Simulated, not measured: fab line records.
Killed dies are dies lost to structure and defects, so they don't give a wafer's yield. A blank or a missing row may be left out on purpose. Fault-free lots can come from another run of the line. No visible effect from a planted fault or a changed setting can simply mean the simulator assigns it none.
Matching of chambers    flow nand-harc    4 sister chambers for NHARC_A_M0_ETCH_34 on rie-diel-05
The step etches the open film in N2/H2, target depth 40 nm, overetch 12 nm, time 43.94 s. 18 wafers are shown with their chamber, then 9 later ones without.

== WAFERS WITH THEIR CHAMBER ==
wafer   chamber  drypump-motor-current-A (A)  rf-vpp-V (V)  oes-product-au (a.u.)
L075.3  3        5.3                          428.2         0.991
L075.4  0        5.5                          429.6         0.999
L075.6  1        6.3                          431.8         1.001
L077.3  2        5.5                          433.3         1.006
L077.4  3        5.4                          428.9         0.996
L077.6  0        5.5                          428.8         0.992
L078.1  2        5.5                          431.3         0.986
L078.2  3        5.3                          428.6         0.987
L078.6  3        5.3                          429.1         0.976
L081.3  2        5.4                          432.9         1.000
L081.5  1        6.3                          431.5         1.003
L081.6  0        5.4                          428.9         0.995
L083.2  2        5.5                          432.1         1.005
L083.3  3        5.4                          430.4         0.995
L083.4  1        6.3                          431.0         1.007
L085.1  0        5.4                          429.8         1.001
L085.2  2        5.4                          430.9         0.999
L085.6  1        6.3                          430.4         0.998

SIGNATURES, as means of the wafers listed above
reading                  chamber 0  chamber 1  chamber 2  chamber 3  scatter within a chamber
drypump-motor-current-A  5.450      6.300      5.460      5.340      0.0493
rf-vpp-V                 429.275    431.175    432.100    429.040    0.793
oes-product-au           0.99675    1.00225    0.99920    0.98900    0.00659
Rule: a wafer's distance from a chamber is the root of the sum, over the readings, of the square of ((its reading less the chamber's mean) divided by the reading's scatter). The wafer belongs to the nearest chamber; if the next one is less than 2 further off, it can't be placed. The scatter: the root of (the sum of the squares of (reading less its chamber's mean) over the shown wafers, divided by (wafers less chambers)).

== WAFERS WHOSE CHAMBER IS MISSING ==
wafer   drypump-motor-current-A (A)  rf-vpp-V (V)  oes-product-au (a.u.)
L089.3  5.5                          429.3         0.994
L089.5  5.4                          429.4         0.993
L089.6  6.3                          432.2         0.992
L091.1  5.5                          431.7         1.010
L091.3  5.4                          428.0         0.997
L091.5  5.3                          428.8         0.998
L095.4  5.4                          430.1         0.999
L095.5  6.3                          431.2         0.995
L095.6  5.4                          429.3         0.996

== WHICH CHAMBER EACH ONE RAN IN ==
wafer   from the rows above           in truth
L089.3  0                             0
L089.5  can't be placed: 0 or 3       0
L089.6  1                             1
L091.1  can't be placed: 2 or 0       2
L091.3  can't be placed: 0 or 3       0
L091.5  can't be placed: 3 or 0       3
L095.4  can't be placed: 0 or 3 or 2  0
L095.5  1                             1
L095.6  can't be placed: 0 or 3       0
Placed correctly: 3 of 9. Can't be placed from these rows: 6 (the true chamber is among the candidates in 6). 0 placed wrongly.
